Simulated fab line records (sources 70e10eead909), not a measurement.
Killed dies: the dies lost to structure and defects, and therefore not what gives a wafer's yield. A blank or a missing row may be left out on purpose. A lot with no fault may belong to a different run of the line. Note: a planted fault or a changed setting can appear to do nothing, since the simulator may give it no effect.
fab line records	flow nandHarc
record lots=12	wafers=36	lastDay=24
route steps=1159 shown A_STAIRCASE@738 A_SGD_CUT@747 END@1159
lots that met no fault: from a run of the same line without faults
startH: hours from the record's opening day to when the first of the lot's shown wafers began	waitH: hours from the lot's prior step to this one	" repeats the value in the row above	L1.1+2: one row covering several wafers at once	- value missing, or start not given	* or withheld: withheld	< > ~ a bound
route shown NAME@n: NAME is a module with steps in the file, n the number in the route of the first one	usual: mean/standard deviation of fault-free wafers	same: alike in all rows	chamber/n: place in a boat	sites: each site's reading	_std_site: the values' standard deviation	_edge_site: the outer-site mean with the inner-site mean subtracted	radiusMm: for every site, how far away it sits from the centre of the wafer	mask NAME#n: copy n	behind: the last tool/chamber to shape the wafer	hold: reason for holding the lot/hours on hold/outcome of the hold	device: whichever transistor did not switch (one of n, p or np)	end of line: tests run on the same wafers once the route is complete	where a step has no rows: the recipe by itself	killed: dies lost to structure and defects at the first sort, not the wafer's yield	map: a wafer's dies, marking killed ones x, the rest . and places with no die _
set.NAME: the setting as run; set.NAME@STEP: as run at that earlier step	model.NAME: the simulator's own value behind a step, which no gauge read
route steps across a sampled set of lots; one table per step, one row per wafer
services: the hour from which a tool's chamber was out of use, counted from the record's first day as startH (under 0 if before that day), plus the number of hours and why
## steps
# step NHARC_A_STAIRCASE_ETCHBACK_422
# recipe targetDepthA=400	overEtchFrac=0.3	timeS=74.286	ionEnergyEv=120	ch3fFlowSccm=50	o2FlowSccm=30	arFlowSccm=200	rfW=500	biasW=100	chemistry=CH3F/O2
# usual drypumpMotorCurrentA=6.0/0.52	oesProductAu=0.95/0.035	rfFwdPowerW=494.9/1.7	rfVppV=244.3/1.7	showerheadPlenumPTorr=2.45/0.11	throttleValvePct=20.664/0.0084
lot.wafer	tool	chamber	startH	waitH	drypumpMotorCurrentA	oesProductAu	rfFwdPowerW	rfHoursCounterH	rfVppV	showerheadPlenumPTorr	throttleValvePct
L158.3	rieDiel-11	3	319.53	0.3	6.4	0.95	497.4	49	244.4	2.38	20.663
L158.1	"	0	"	"	6.2	0.94	493.7	49	241.3	2.27	20.675
L158.4	"	2	"	"	5.5	0.92	493.4	32	243.1	2.37	20.662
L160.4	rieDiel-11	3	320.90	0.2	6.4	0.94	496.4	50	241.5	2.38	20.655
L160.1	"	0	"	"	6.2	0.93	495.8	50	242.8	2.27	20.658
L160.2	"	1	"	"	5.3	0.92	495.6	50	245.0	2.54	20.667
L159.2	rieDiel-11	1	321.19	0.2	5.3	0.92	492.8	51	245.4	2.54	20.680
L159.1	"	2	"	"	5.5	0.91	493.8	33	243.2	2.36	20.663
L159.5	"	3	"	"	6.4	0.93	492.8	-	242.9	2.38	20.665
L161.2	rieDiel-11	2	347.25	0.1	5.5	0.92	495.4	41	241.8	2.36	20.661
L161.4	"	1	"	"	5.3	0.92	494.2	58	245.4	2.54	20.659
L161.5	"	2	"	"	5.5	0.92	494.5	-	242.6	2.36	20.669
L162.2	rieDiel-02	2	347.53	0.1	5.4	1.00	493.5	4	245.7	2.66	20.668
L162.3	"	3	"	"	6.1	0.99	493.4	4	245.2	2.55	20.657
L162.5	"	3	"	"	6.1	0.99	495.3	-	246.0	2.55	20.672
L163.4	rieDiel-12	1	360.31	0.1	5.4	0.93	494.2	57	245.1	2.50	20.662
L163.6	"	1	"	"	5.4	0.93	492.2	-	245.3	2.50	20.672
L163.5	"	2	"	"	5.6	0.92	494.1	-	242.4	2.34	20.663
L164.3	rieDiel-11	1	360.62	0.2	5.3	0.92	493.5	64	246.0	2.54	20.654
L164.6	"	0	"	"	6.2	0.93	497.3	-	241.9	2.27	20.668
L164.5	"	1	"	"	5.3	0.92	494.4	-	246.6	2.54	20.656
L166.2	rieDiel-02	2	364.87	0.2	5.4	0.94	495.5	13	245.7	2.65	20.670
L166.4	"	3	"	"	6.1	0.92	493.9	13	243.7	2.55	20.679
L166.6	"	1	"	"	6.7	0.92	494.2	-	243.8	2.41	20.672
L169.2	rieDiel-02	1	384.36	0.3	6.7	1.00	492.7	17	243.5	2.40	20.655
L169.4	"	3	"	"	6.2	1.00	494.2	20	245.6	2.54	20.677
L169.6	"	1	"	"	6.7	1.01	491.8	-	243.3	2.40	20.668
L174.4	rieDiel-02	0	414.33	0.1	6.6	0.92	492.8	28	243.2	2.38	20.663
L174.3	"	1	"	"	6.7	0.92	496.0	29	244.1	2.40	20.669
L174.1	"	2	"	"	5.4	0.93	498.0	32	246.6	2.65	20.659
L176.3	rieDiel-02	3	431.01	0.1	6.1	0.91	496.8	37	243.8	2.54	20.659
L176.2	"	0	"	"	6.5	0.92	495.7	32	242.9	2.38	20.663
L176.1	"	1	"	"	6.7	0.92	493.7	33	244.9	2.40	20.658
L177.3	rieDiel-12	1	433.59	0.2	5.4	1.02	494.8	15	243.5	2.49	20.658
L177.2	"	2	"	"	5.6	1.01	494.9	15	243.1	2.33	20.655
L177.6	"	3	"	"	5.9	1.01	496.3	-	243.9	2.37	20.653
# step NHARC_A_SGD_CUT_DEP_00
# recipe targetThkA=500	tempC=400	targetThkNm=50	flowSccm=200	rfW=450	material=SiNx
# usual heaterPowerW=690/75	rfFwdPowerW=448.3/1.5
lot.wafer	tool	chamber	startH	waitH	heaterPowerW	rfFwdPowerW
L158.3	pecvd-02	1	321.06	0.1	701	448.5
L158.1	"	2	"	"	556	447.7
L158.4	"	2	"	"	559	449.4
L160.1	pecvd-01	2	322.28	0.1	836	449.4
L160.2	"	1	"	"	695	448.0
L160.4	"	0	"	"	728	445.4
L159.2	pecvd-02	2	322.99	0.1	519	448.8
L159.1	"	0	"	"	674	449.7
L159.5	"	0	"	"	679	448.5
L161.2	pecvd-04	0	348.64	0.1	729	451.0
L161.5	"	2	"	"	698	451.1
L161.4	"	0	"	"	710	449.5
L162.3	pecvd-01	2	348.86	0.1	838	446.4
L162.2	"	0	"	"	702	446.8
L162.5	"	0	"	"	673	446.2
L163.6	pecvd-01	1	361.98	0.1	736	449.2
L163.5	"	2	"	"	803	445.7
L163.4	"	0	"	"	660	447.8
L164.3	pecvd-04	1	362.07	0.1	594	448.7
L164.6	"	2	"	"	712	449.4
L164.5	"	0	"	"	705	444.7
L166.2	pecvd-01	0	366.27	0.1	686	448.6
L166.6	"	0	"	"	691	447.6
L166.4	"	1	"	"	743	447.5
L169.2	pecvd-01	0	386.29	0.1	619	447.2
L169.6	"	2	"	"	707	447.5
L169.4	"	0	"	"	614	445.8
L174.1	pecvd-02	0	415.69	0.1	712	449.6
L174.4	"	0	"	"	727	450.4
L174.3	"	1	"	"	659	448.0
L176.1	pecvd-01	0	432.42	0.1	648	446.8
L176.2	"	1	"	"	719	449.1
L176.3	"	2	"	"	681	447.6
L177.2	pecvd-02	0	435.08	0.1	726	447.8
L177.3	"	1	"	"	685	447.1
L177.6	"	2	"	"	582	448.8
# step NHARC_A_SGD_CUT_INSPECT_11
# usual rawDefectCount=18/8.5
lot.wafer	tool	chamber	startH	waitH	rawDefectCount
L158.1	defectInspect-02	-	321.89	0.1	16
L158.3	"	-	"	"	16
L158.4	"	-	"	"	19
L160.1	defectInspect-02	-	323.14	0.0	10
L160.2	"	-	"	"	16
L160.4	"	-	"	"	21
L159.1	defectInspect-02	-	323.72	0.0	9
L159.2	"	-	"	"	6
L159.5	"	-	"	"	4
L161.2	defectInspect-01	-	349.43	0.0	14
L161.4	"	-	"	"	21
L161.5	"	-	"	"	21
L162.2	defectInspect-01	-	349.71	0.0	2
L162.3	"	-	"	"	9
L162.5	"	-	"	"	6
L163.4	defectInspect-01	-	362.62	0.0	29
L163.5	"	-	"	"	26
L163.6	"	-	"	"	16
L164.3	defectInspect-01	-	362.86	0.0	8
L164.5	"	-	"	"	9
L164.6	"	-	"	"	14
L166.2	defectInspect-02	-	367.08	0.0	13
L166.4	"	-	"	"	6
L166.6	"	-	"	"	5
L169.2	defectInspect-01	-	387.11	0.0	13
L169.4	"	-	"	"	8
L169.6	"	-	"	"	6
L174.1	defectInspect-02	-	416.62	0.0	37
L174.3	"	-	"	"	35
L174.4	"	-	"	"	35
L176.1	defectInspect-02	-	433.14	0.0	29
L176.2	"	-	"	"	35
L176.3	"	-	"	"	28
L177.2	defectInspect-02	-	435.93	0.0	26
L177.3	"	-	"	"	16
L177.6	"	-	"	"	24
# step NHARC_A_SGD_CUT_ETCH_59
# recipe targetDepthA=2600	overEtchFrac=0.25	timeS=406.25	ionEnergyEv=200	n2FlowSccm=150	h2FlowSccm=150	arFlowSccm=0	rfW=400	biasW=150	chemistry=N2/H2
# usual drypumpMotorCurrentA=5.9/0.47	oesProductAu=1.004/0.011	rfFwdPowerW=399.3/1.3	rfVppV=431.7/3	runLengthS=427.8/0.46	showerheadPlenumPTorr=2.08/0.1	throttleValvePct=14.171/0.0089
lot.wafer	tool	chamber	startH	waitH	drypumpMotorCurrentA	oesProductAu	rfFwdPowerW	rfHoursCounterH	rfVppV	runLengthS	showerheadPlenumPTorr	throttleValvePct
L158.1	rieDiel-05	2	322.28	0.2	6.3	0.996	400.5	15	434.0	428.2	2.17	14.169
L158.4	"	3	"	"	6.4	1.014	398.5	-	433.7	428.4	2.19	14.171
L158.3	"	2	"	"	6.4	0.991	399.7	-	432.9	428.3	2.17	14.173
L160.1	rieDiel-13	1	323.38	-	6.1	0.988	399.1	2	431.6	427.5	2.04	14.196
L160.2	"	2	"	"	5.8	0.992	396.8	1	427.7	427.6	1.91	14.174
L160.4	"	0	"	"	5.3	0.982	400.2	2	426.6	427.5	1.91	14.167
L159.1	rieDiel-05	1	323.96	-	5.9	1.012	400.4	13	430.7	428.0	2.06	14.171
L159.2	"	0	"	"	5.2	1.021	399.2	13	425.4	428.2	1.89	14.163
L159.5	"	1	"	"	5.9	1.011	399.2	-	432.3	427.9	2.06	14.182
L161.2	rieDiel-06	1	349.77	-	5.3	1.005	398.6	9	434.6	427.2	2.12	14.167
L161.4	"	3	"	"	6.3	1.003	399.9	-	433.1	427.0	2.12	14.169
L161.5	"	0	"	"	6.3	1.014	399.7	-	431.7	427.2	2.06	14.162
L162.2	rieDiel-05	2	349.97	-	6.3	1.000	398.0	0	434.3	428.1	2.17	14.159
L162.3	"	3	"	"	6.4	1.025	399.0	0	434.6	428.1	2.19	14.189
L162.5	"	1	"	"	5.8	1.000	398.0	-	429.9	427.7	2.06	14.188
L163.4	rieDiel-06	1	363.00	-	5.4	0.992	401.6	-	432.5	427.6	2.12	14.168
L163.6	"	3	"	"	6.3	1.000	399.7	-	431.4	427.1	2.12	14.165
L163.5	"	0	"	"	6.4	1.004	400.0	-	430.7	427.3	2.06	14.168
L164.3	rieDiel-13	3	363.36	0.3	5.1	0.995	396.9	-	434.7	427.5	2.19	14.185
L164.6	"	2	"	"	5.8	1.000	400.6	-	426.3	427.2	1.91	14.174
L164.5	"	3	"	"	5.1	0.989	398.0	-	433.7	426.6	2.19	14.176
L166.2	rieDiel-13	2	367.32	-	5.8	1.001	399.6	5	425.8	427.4	1.91	14.174
L166.4	"	3	"	"	5.1	0.984	398.2	5	435.0	426.8	2.19	14.175
L166.6	"	3	"	"	5.1	0.984	398.2	-	433.1	427.0	2.19	14.181
L169.2	rieDiel-05	1	387.37	-	5.8	1.005	402.0	5	431.4	427.9	2.06	14.165
L169.4	"	3	"	"	6.4	1.021	397.9	4	436.3	428.0	2.19	14.189
L169.6	"	1	"	"	5.8	0.994	400.2	-	429.5	427.9	2.06	14.167
L174.3	rieDiel-05	2	416.86	-	6.3	0.999	400.5	8	433.8	428.0	2.17	14.170
L174.1	"	3	"	"	6.4	1.013	398.2	7	435.9	428.1	2.19	14.178
L174.4	"	0	"	"	5.1	1.002	-	7	426.5	298.3	1.89	14.166
L176.3	rieDiel-06	3	433.38	-	6.3	1.001	397.7	0	431.9	427.4	2.12	14.179
L176.1	"	1	"	"	5.3	1.022	398.7	0	433.4	427.4	2.12	14.169
L176.2	"	2	"	"	6.0	1.020	401.3	0	429.5	427.6	2.02	14.172
L177.2	rieDiel-06	1	436.22	-	5.4	1.013	398.3	1	433.5	427.9	2.12	14.158
L177.3	"	2	"	"	6.0	1.017	400.8	1	430.7	427.7	2.02	14.166
L177.6	"	3	"	"	6.3	0.988	399.7	-	433.3	427.2	2.12	14.180
# step NHARC_END_SORT_01
# recipe tempC=25
# usual killedAtArray=27/11	killedAtOther=0.6/1	killedAtPeriphery=3.0/2.1	killedDies=31/12	killedOpen=3.2/1.7	killedShort=1.7/1.4
# same grossDies=677
lot.wafer	tool	chamber	startH	waitH	killedAtArray	killedAtOther	killedAtPeriphery	killedDies	killedOpen	killedShort
L174.1	prober-01	0	549.31	2.5	39	0	2	41	3	1
L174.3	prober-01	0	550.93	3.1	57	0	1	58	5	3
L174.4	prober-01	0	551.73	3.4	673	1	3	677	4	1
# killed by level:class
L174.1 A_CHANNEL_HOLE_D1:chamberFilmFlake=16 A_SLIT:chamberFilmFlake=14 A_STAIRCASE:chamberFilmFlake=3 A_CONTACT:chamberFilmFlake=2 P_CONTACT:geometricParticle:open=1 A_CHANNEL_HOLE_D1:geometricParticle:open=1 A_CHANNEL_FILL_D1:geometricParticle:open=1 A_M0:geometricParticle:short=1
L174.3 A_SLIT:chamberFilmFlake=23 A_CHANNEL_HOLE_D1:chamberFilmFlake=18 A_CONTACT:chamberFilmFlake=4 A_CONTACT:geometricParticle:open=2 A_M0:geometricParticle:open=2 A_SOURCE_PLATE:geometricParticle:short=1 A_SGD_CUT:geometricParticle:short=1 A_WL_FILL:geometricParticle:short=1
L174.4 A_SGD_CUT:areaEtch=627 A_CHANNEL_HOLE_D1:chamberFilmFlake=18 A_SLIT:chamberFilmFlake=16 A_CHANNEL_FILL_D1:chamberFilmFlake=4 P_CONTACT:geometricParticle:open=2 A_CONTACT:chamberFilmFlake=2 A_CONTACT:geometricParticle:open=2 A_STAIRCASE:chamberFilmFlake=2
## services
tool	chamber	startH	hours	kind
rieDiel-05	1	305.71	16.6	repair
rieDiel-12	3	318.14	2.6	repair
pecvd-04	1	323.95	2.9	repair
rieDiel-02	-	328.00	9.0	pm
pecvd-04	-	330.57	1.2	repair
rieDiel-13	1	333.44	30.3	repair
pecvd-02	-	334.00	13.0	pm
rieDiel-05	-	340.67	9.0	pm
rieDiel-06	2	341.90	8.8	repair
rieDiel-06	1	343.08	5.3	repair
rieDiel-06	0	353.39	3.1	repair
rieDiel-06	2	360.25	8.9	repair
rieDiel-13	0	362.54	4.0	repair
rieDiel-11	-	366.56	9.0	pm
rieDiel-13	0	375.92	8.1	repair
pecvd-04	-	376.73	13.0	pm
rieDiel-12	-	379.62	9.0	pm
rieDiel-13	0	390.10	5.0	repair
rieDiel-12	0	412.71	46.5	repair
rieDiel-13	-	415.69	22.2	repair
rieDiel-06	-	418.20	9.0	pm
pecvd-01	-	418.23	13.0	pm
pecvd-04	2	419.84	12.0	repair
rieDiel-11	2	431.23	15.4	repair
## key
firstSign step=NHARC_A_SGD_CUT_ETCH_59	reading=runLengthS	direction=down	sigmas=99+	usual=*	struck=*
effect step=NHARC_END_SORT_01	reading=killedAtArray	direction=up	sigmas=57	usual=27	struck=673
moreKillsBornAt NHARC_A_SGD_CUT_ETCH_59@rieDiel-05=627
metAt NHARC_A_SGD_CUT_ETCH_59
struckLots L174
struckWafers L174.4
laterRowsLeftOut L174.4
testerLeftOut L174
notActingAt NHARC_A_STAIRCASE_ETCHBACK_422,NHARC_A_SGD_CUT_DEP_00,NHARC_A_SGD_CUT_INSPECT_11
onsetBetween 323.96 416.86
fault kind=processParameterDrift	tool=rieDiel-05	chamber=0	onsetH=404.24	steps=NHARC_A_SGD_CUT_ETCH_59	channel=timeS	offset=*	shape=step	endH=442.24	actsIn=*	stated=*
# testerLeftOut: of these lots the tester's yield and bins aren't shown, on N5 and GAA mostly nor the transistor test; their killed dies are dies lost to structure and defects alone, not to doping, threshold or leakage, so they don't give the yield
# laterRowsLeftOut: the simulator's readings of these wafers behind a module that went badly wrong aren't trusted and aren't shown, but for the sort
